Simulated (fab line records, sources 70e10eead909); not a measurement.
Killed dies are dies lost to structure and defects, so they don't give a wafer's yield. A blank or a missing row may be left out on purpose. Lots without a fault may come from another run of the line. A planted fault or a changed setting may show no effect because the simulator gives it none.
Which tool did it? | flow nand_harc | 11 lots, 31 wafers sampled, at 6 steps of a route of 1302

WHAT THE GAUGES READ, wafer by wafer
NHARC_A_SGD_CUT_INSPECT_25. Usual: raw_defect_count 402, standard deviation 83.
lot  | measured     | on                | raw_defect_count | flag
L105 | day 19 16:24 | defect_inspect-02 | 460 444 442      |
L104 | day 19 16:27 | defect_inspect-01 | 443 450 412      |
L106 | day 20 06:52 | defect_inspect-01 | 387 389 292      |
L107 | day 20 16:27 | defect_inspect-02 | 550 430 384      |
L110 | day 21 10:04 | defect_inspect-02 | 300 359 437      |
L115 | day 24 02:02 | defect_inspect-01 | 315 302 224      |
L118 | day 25 07:16 | defect_inspect-02 | 388              |
L124 | day 27 13:07 | defect_inspect-02 | 438 366 334      |
L123 | day 27 13:10 | defect_inspect-02 | 483 449 445      |
L126 | day 28 15:49 | defect_inspect-01 | 445 332 334      |
L125 | day 28 20:14 | defect_inspect-01 | 352 333 484      |

NHARC_A_SIN_REMOVE_INSPECT_04. Usual: raw_defect_count 411, standard deviation 85.
lot  | measured     | on                | raw_defect_count        | flag
L105 | day 20 10:13 | defect_inspect-01 | 445 413 388             |
L104 | day 20 13:58 | defect_inspect-01 | 470 488 405             |
L106 | day 21 00:59 | defect_inspect-02 | 357 342 302             |
L107 | day 21 13:29 | defect_inspect-02 | 580 428 360             |
L110 | day 22 08:53 | defect_inspect-02 | 304 337 404             |
L115 | day 24 21:51 | defect_inspect-02 | 395 863 774 383 864 773 | OFF
L118 | day 26 01:08 | defect_inspect-01 | 918 906                 | OFF
L124 | day 28 07:31 | defect_inspect-02 | 454 385 317             |
L123 | day 28 11:15 | defect_inspect-01 | 484 435 459             |
L126 | day 29 09:50 | defect_inspect-01 | 469 382 351             |
L125 | day 29 14:23 | defect_inspect-01 | 335 303 431             |

NHARC_END_SORT_01. Usual: killed_at_array 63, standard deviation 27; killed_at_other 0.7, standard deviation 1.2; killed_at_periphery 3.1, standard deviation 2; killed_dies 67, standard deviation 28; killed_open 3.0, standard deviation 1.9; killed_short 2.2, standard deviation 1.5.
lot  | measured     | on        | killed_at_array | killed_at_other | killed_at_periphery | killed_dies | killed_open | killed_short | flag
L115 | day 29 12:59 | prober-01 | 55 102 105      | 2 2 3           | 4 6 6               | 61 110 114  | 2 3 2       | 3 2 4        |
L118 | day 30 23:22 | prober-02 | 108             | 0               | 8                   | 116         | 2           | 0            |

WHICH TOOL RAN EACH LOT (tool, then ch and the chambers of the sampled wafers, then the start)
lot  | NHARC_A_SGD_CUT_ETCHBACK_24        | NHARC_A_SLIT_ETCH_24               | NHARC_A_SLIT_ETCH_17
L105 | rie_diel-11 ch 0,1,2, day 19 16:10 | rie_diel-09 ch 0,1,2, day 19 21:21 | har_etch-01 ch 0,1, day 19 22:31
L104 | rie_diel-05 ch 1,2, day 19 16:10   | rie_diel-09 ch 0,1,2, day 19 23:59 | har_etch-01 ch 0,1, day 20 02:20
L106 | rie_diel-05 ch 1,2, day 20 06:37   | rie_diel-10 ch 0,1,3, day 20 12:05 | har_etch-02 ch 0,1, day 20 14:26
L107 | rie_diel-11 ch 0,1,3, day 20 16:13 | rie_diel-09 ch 1,2,3, day 20 21:38 | har_etch-01 ch 0,1, day 21 01:52
L110 | rie_diel-11 ch 0,2,3, day 21 09:49 | rie_diel-10 ch 0,2,3, day 21 20:04 | har_etch-02 ch 0, day 21 21:50
L115 | rie_diel-11 ch 1,2, day 24 01:47   | rie_diel-10 ch 0,1,2, day 24 09:01 | har_etch-01 ch 0,1, day 24 10:46
L118 | rie_diel-07 ch 1, day 25 07:04     | rie_diel-08 ch 0, day 25 12:23     | har_etch-01 ch 1, day 25 15:20
L124 | rie_diel-07 ch 0,1,2, day 27 12:51 | rie_diel-08 ch 0,1,3, day 27 19:05 | har_etch-02 ch 0,1, day 27 20:51
L123 | rie_diel-07 ch 0,1,3, day 27 12:58 | rie_diel-10 ch 0,1, day 27 20:00   | har_etch-01 ch 0,1, day 27 23:38
L126 | rie_diel-05 ch 0,2, day 28 15:35   | rie_diel-09 ch 2,3, day 28 21:01   | har_etch-01 ch 0,1, day 28 22:11
L125 | rie_diel-05 ch 0,1,2, day 28 19:59 | rie_diel-09 ch 1,2,3, day 29 01:24 | har_etch-02 ch 1, day 29 02:34
- NHARC_A_SGD_CUT_ETCHBACK_24: etches the open film in CH3F/O2, target depth 50 nm, time 92.857 s.
- NHARC_A_SLIT_ETCH_24: etches the open film in CF4/CHF3, target depth 121 nm, time 60.5 s.
- NHARC_A_SLIT_ETCH_17: etches the open film in C4F8/O2/Ar, time 4254.5 s, target depth 20300 nm.

WHAT THE TOOLS THEMSELVES READ (means of the sampled wafers that have a number; where no wafer has one, the mark that the record gives instead)
NHARC_A_SGD_CUT_ETCHBACK_24. Usual: drypump_motor_current_A 5.6 A, standard deviation 0.37; oes_product_au 0.97 a.u., standard deviation 0.036; rf_vpp_V 245.3 V, standard deviation 1.3; showerhead_plenum_p_Torr 2.53 Torr, standard deviation 0.078; throttle_valve_pct 20.662 %, standard deviation 0.0097.
lot  | tool        | drypump_motor_current_A (A) | oes_product_au (a.u.) | rf_vpp_V (V) | showerhead_plenum_p_Torr (Torr) | throttle_valve_pct (%) | flag
L105 | rie_diel-11 | 5.5                         | 0.92                  | 245.6        | 2.52                            | 20.656                 |
L104 | rie_diel-05 | 5.2                         | 0.92                  | 244.6        | 2.49                            | 20.663                 |
L106 | rie_diel-05 | 5.2                         | 0.93                  | 243.9        | 2.49                            | 20.647                 |
L107 | rie_diel-11 | 5.6                         | 0.99                  | 245.0        | 2.47                            | 20.654                 |
L110 | rie_diel-11 | 5.7                         | 1.00                  | 246.1        | 2.55                            | 20.661                 |
L115 | rie_diel-11 | 5.3                         | 0.93                  | 244.2        | 2.43                            | 20.670                 |
L118 | rie_diel-07 | 5.9                         | 1.00                  | 243.6        | 2.49                            | 20.669                 |
L124 | rie_diel-07 | 6.0                         | 1.01                  | 246.3        | 2.54                            | 20.672                 |
L123 | rie_diel-07 | 6.0                         | 1.00                  | 246.2        | 2.57                            | 20.663                 |
L126 | rie_diel-05 | 5.4                         | 0.94                  | 245.7        | 2.57                            | 20.647                 |
L125 | rie_diel-05 | 5.5                         | 0.97                  | 245.4        | 2.53                            | 20.668                 |

NHARC_A_SLIT_ETCH_24. Usual: drypump_motor_current_A 5.7 A, standard deviation 0.52; oes_product_au 0.963 a.u., standard deviation 0.019; rf_vpp_V 371.1 V, standard deviation 2.8; showerhead_plenum_p_Torr 1.59 Torr, standard deviation 0.079; throttle_valve_pct 16.802 %, standard deviation 0.0096.
lot  | tool        | drypump_motor_current_A (A) | oes_product_au (a.u.) | rf_vpp_V (V) | showerhead_plenum_p_Torr (Torr) | throttle_valve_pct (%) | flag
L105 | rie_diel-09 | 5.9                         | 0.961                 | 373.5        | 1.62                            | 16.795                 |
L104 | rie_diel-09 | 5.9                         | 0.973                 | 372.8        | 1.62                            | 16.805                 |
L106 | rie_diel-10 | 5.7                         | 0.969                 | 369.8        | 1.56                            | 16.806                 |
L107 | rie_diel-09 | 5.7                         | 0.953                 | 371.7        | 1.62                            | 16.800                 |
L110 | rie_diel-10 | 5.4                         | 0.983                 | 370.5        | 1.57                            | 16.805                 |
L115 | rie_diel-10 | 5.4                         | 0.966                 | 369.2        | 1.54                            | 16.805                 |
L118 | rie_diel-08 | 5.6                         | 0.987                 | 374.3        | 1.68                            | 16.794                 |
L124 | rie_diel-08 | 5.9                         | 0.968                 | 370.9        | 1.60                            | 16.803                 |
L123 | rie_diel-10 | 5.7                         | 0.983                 | 369.3        | 1.52                            | 16.808                 |
L126 | rie_diel-09 | 6.2                         | 0.961                 | 370.5        | 1.57                            | 16.798                 |
L125 | rie_diel-09 | 5.7                         | 0.929                 | 372.2        | 1.62                            | 16.804                 |

NHARC_A_SLIT_ETCH_17. Usual: drypump_motor_current_A 5.7 A, standard deviation 0.53; showerhead_plenum_p_Torr 3.66 Torr, standard deviation 0.11; throttle_valve_pct 32.045 %, standard deviation 0.0088.
lot  | tool        | drypump_motor_current_A (A) | showerhead_plenum_p_Torr (Torr) | throttle_valve_pct (%) | flag
L105 | har_etch-01 | 5.3                         | 3.64                            | 32.054                 |
L104 | har_etch-01 | 5.5                         | 3.64                            | 32.052                 |
L106 | har_etch-02 | 6.1                         | 3.83                            | 32.051                 |
L107 | har_etch-01 | 5.5                         | 3.63                            | 32.045                 |
L110 | har_etch-02 | 5.9                         | 3.91                            | 32.043                 |
L115 | har_etch-01 | 5.3                         | 3.60                            | 32.048                 |
L118 | har_etch-01 | 5.0                         | 3.58                            | 32.035                 |
L124 | har_etch-02 | 6.1                         | 3.77                            | 32.044                 |
L123 | har_etch-01 | 5.5                         | 3.58                            | 32.048                 |
L126 | har_etch-01 | 5.5                         | 3.57                            | 32.047                 |
L125 | har_etch-02 | 6.6                         | 3.59                            | 32.034                 |

THE ANSWER, worked out from the rows above alone
Rule: a lot is off if the mean of its wafers that have a number lies more than 3 standard deviations from the usual mean. A lot without any number at a reading at which 4 lots or more have one is off too. The other lots that the step has rows for count as sound. The gauges are gone through in route order, then the tools' own readings, and for those a lot's mean is taken as printed above. The first step at which some lot is off is used, and at that step the reading that is off furthest; a lot without a number counts as furthest.
Off: L115, L118, at NHARC_A_SIN_REMOVE_INSPECT_04 (raw_defect_count).
A tool fits if, at a process step before that reading, it ran every lot that is off, and no sound lot after the first of them. The gauges at NHARC_A_SIN_REMOVE_INSPECT_04 are tried like those tools. None of those tried fits.

WHAT THE SIMULATOR HAD PUT IN
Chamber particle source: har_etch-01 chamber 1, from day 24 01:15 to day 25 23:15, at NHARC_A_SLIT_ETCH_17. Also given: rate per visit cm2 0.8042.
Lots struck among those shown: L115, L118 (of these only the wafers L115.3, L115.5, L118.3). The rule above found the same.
